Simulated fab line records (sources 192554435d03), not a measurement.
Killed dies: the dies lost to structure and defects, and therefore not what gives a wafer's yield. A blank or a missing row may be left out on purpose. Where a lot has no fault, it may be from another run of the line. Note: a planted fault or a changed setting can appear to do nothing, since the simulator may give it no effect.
Problem report, 8D (eight disciplines) form, completed by code | flow n5 finfet | the parts of the form that need people (team, actions taken, sign-off) are left out

1. PROBLEM STATEMENT
Mean V7_OVL at N5_BEOL_M8_OVL_MEAS_29: 4.0 nm over 6 wafers in 2 lots; fault-free wafers: 0.0 nm, standard deviation 0.77. That is +5.3 standard deviations from the usual mean.
First seen on wafer L146.3, day 13 04:10, on overlay-01. The record has a number at this step for 30 wafers belonging to 10 lots. Rule for "out", or "out of limits": more than 4 standard deviations from the usual mean. The rest of the wafers with a number are treated as sound.

2. WHAT IT IS, AND WHAT IT ISN'T
question                    | is                     | is not
which readings at this step | V7_OVL                 | -
which lots                  | L146, L147             | L132, L134, L135, L137, L149, L150, L153, L155
which wafers of those lots  | all that have a number | -
read on which gauges        | overlay-01, overlay-02 | -
when                        | from day 13 04:10      | up to then (12 sound wafers); but 12 sound wafers of L149, L150, L153, L155 came after

3. THE SUSPECTS, EACH WITH WHAT RULES IT OUT
Counting: any tool at a process step up to the reading is kept as a suspect provided that every lot that is out went through it and no sound lot did after the first of them.
- the gauge at N5_BEOL_M8_OVL_MEAS_29 is ruled out. The wafers that are out were read on 2 gauges (overlay-01, overlay-02).
- euv scanner-01 at N5_BEOL_M8_EXPOSE_25 (exposes mask V7, target cd 40 nm): kept. It processed each lot that is out, first L146 at day 13 04:00, and no sound lot thereafter; up to then, the last sound lot it processed was L135 at day 10 11:38.
After counting, what remains is euv scanner-01 at N5_BEOL_M8_EXPOSE_25.

4. THE CAUSE (what the simulator had put in)
Scanner matching overlay: euv scanner-01, from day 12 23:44 on, at N5_BEOL_M8_EXPOSE_25. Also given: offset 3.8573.
This tool alone remained once counting was done.

5. THE EFFECT CHAIN, in route order
Each row: a reading where the mean over the struck wafers with a number is more than 3 standard deviations away from the usual. Readings are gone through only where the record gives a usual standard deviation; hours: the median, over the lots, of the time from a lot's start at the first step in this table giving one to that lot's start at this step; sigmas: the change measured in usual standard deviations.
hours | step                   | reading | usual  | on struck wafers | change | sigmas
0     | N5_BEOL_M8_OVL_MEAS_29 | V7_OVL  | 0.0 nm | 4.0              | +4.0   | +5.3

6. HOW IT WOULD HAVE BEEN CAUGHT EARLIER
The first out-of-limits reading at a measuring or inspecting step in this record came at day 13 04:10, 4 hours after the fault's start at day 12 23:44.
Tool readings at N5_BEOL_M8_EXPOSE_25 with a usual standard deviation given in the record: none out on any struck wafer, hence no alarm at a limit of 4 standard deviations on them.
Among the 2 lots that are out, L147 began N5_BEOL_M8_EXPOSE_25 on euv scanner-01 after day 13 04:10. It would have been spared by a hold on the tool at that moment.
